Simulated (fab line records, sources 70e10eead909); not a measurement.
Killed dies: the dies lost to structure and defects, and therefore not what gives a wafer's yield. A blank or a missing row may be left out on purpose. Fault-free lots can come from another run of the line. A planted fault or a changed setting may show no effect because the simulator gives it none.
Matching of chambers / flow nand-harc / ald-hk-01 running NHARC_A_WL_FILL_ALD_00: 4 sister chambers
The step deposits Al2O3, target thk 3 nm, pulse time 3 s, ald cycles 30. 4 wafers are shown with their chamber, then 10 later ones without.

WAFERS WITH THEIR CHAMBER
wafer=L460.3; chamber=3; heater-power-w (W)=599
wafer=L464.1; chamber=0; heater-power-w (W)=382
wafer=L464.6; chamber=1; heater-power-w (W)=432
wafer=L465.5; chamber=2; heater-power-w (W)=542

WAFERS MISSING THEIR CHAMBER
wafer=L465.6; heater-power-w (W)=433
wafer=L470.2; heater-power-w (W)=532
wafer=L470.4; heater-power-w (W)=374
wafer=L470.6; heater-power-w (W)=588
wafer=L469.1; heater-power-w (W)=606
wafer=L469.2; heater-power-w (W)=379
wafer=L469.3; heater-power-w (W)=449
wafer=L471.1; heater-power-w (W)=521
wafer=L471.3; heater-power-w (W)=455
wafer=L471.5; heater-power-w (W)=541

WHICH CHAMBER EACH WENT THROUGH
wafer=L465.6; from the rows above=1; in truth=1
wafer=L470.2; from the rows above=2; in truth=2
wafer=L470.4; from the rows above=0; in truth=0
wafer=L470.6; from the rows above=3; in truth=3
wafer=L469.1; from the rows above=3; in truth=3
wafer=L469.2; from the rows above=0; in truth=0
wafer=L469.3; from the rows above=1; in truth=1
wafer=L471.1; from the rows above=2; in truth=2
wafer=L471.3; from the rows above=1; in truth=1
wafer=L471.5; from the rows above=2; in truth=2
Correct placement for 10 of the 10. Left unplaced by these rows: 0. Wrongly placed: 0.
How it was worked out, from the rows above alone: a wafer's distance from a chamber is the root of the sum, over the readings, of the square of ((its reading less the chamber's mean) divided by the reading's scatter). If the next closest chamber is less than 2 further off than the closest, the wafer can't be placed; otherwise it belongs to the closest. The mean given for a chamber averages the wafers shown for that chamber. The scatter (one wafer shown for each chamber): square how far every hidden wafer sits from the nearest shown wafer, average those squares and take the square root.
